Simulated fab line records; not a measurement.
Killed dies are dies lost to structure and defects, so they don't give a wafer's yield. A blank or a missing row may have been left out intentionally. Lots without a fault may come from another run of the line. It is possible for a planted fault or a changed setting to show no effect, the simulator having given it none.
Matching of chambers | flow nandHarc | NHARC_A_BLC_ETCH_17 on rieDiel-10: 4 sister chambers
The step etches the open film in N2/H2, target depth 390 nm, time 609.38 s. 8 wafers are shown with their chamber, then 8 later ones without.

EACH WAFER AND ITS CHAMBER
wafer  | chamber | showerheadPlenumPTorr (Torr) | drypumpMotorCurrentA (A)
L819.5 | 0       | 1.96                         | 6.1
L821.4 | 3       | 2.15                         | 5.8
L832.3 | 1       | 2.17                         | 5.4
L832.5 | 0       | 1.96                         | 6.2
L832.6 | 3       | 2.14                         | 5.8
L833.1 | 1       | 2.17                         | 5.4
L833.5 | 2       | 2.01                         | 6.0
L837.2 | 2       | 2.00                         | 5.9

WAFERS MISSING THEIR CHAMBER
wafer  | showerheadPlenumPTorr (Torr) | drypumpMotorCurrentA (A)
L837.3 | 2.17                         | 5.4
L837.4 | 1.96                         | 6.2
L838.1 | 2.17                         | 5.4
L838.3 | 2.14                         | 5.8
L838.6 | 2.00                         | 5.9
L836.1 | 2.17                         | 5.5
L836.4 | 1.96                         | 6.1
L836.5 | 1.96                         | 6.2

EACH ONE'S CHAMBER
wafer  | from the rows above | in truth
L837.3 | 1                   | 1
L837.4 | 0                   | 0
L838.1 | 1                   | 1
L838.3 | 3                   | 3
L838.6 | 2                   | 2
L836.1 | 1                   | 1
L836.4 | 0                   | 0
L836.5 | 0                   | 0
Correct placement for 8 of the 8. From these rows, 0 cannot be placed. 0 placed wrongly.
How it was worked out, from the rows above alone: a wafer's distance from a chamber is the root of the sum, over the readings, of the square of ((its reading less the chamber's mean) divided by the reading's scatter). If the next closest chamber is less than 2 further off than the closest, the wafer can't be placed; otherwise it belongs to the closest. Each chamber's mean is taken over the wafers shown for it. The scatter: take each reading less its chamber's mean, square it, sum over the shown wafers, divide by the number of wafers less the number of chambers, and take the root.
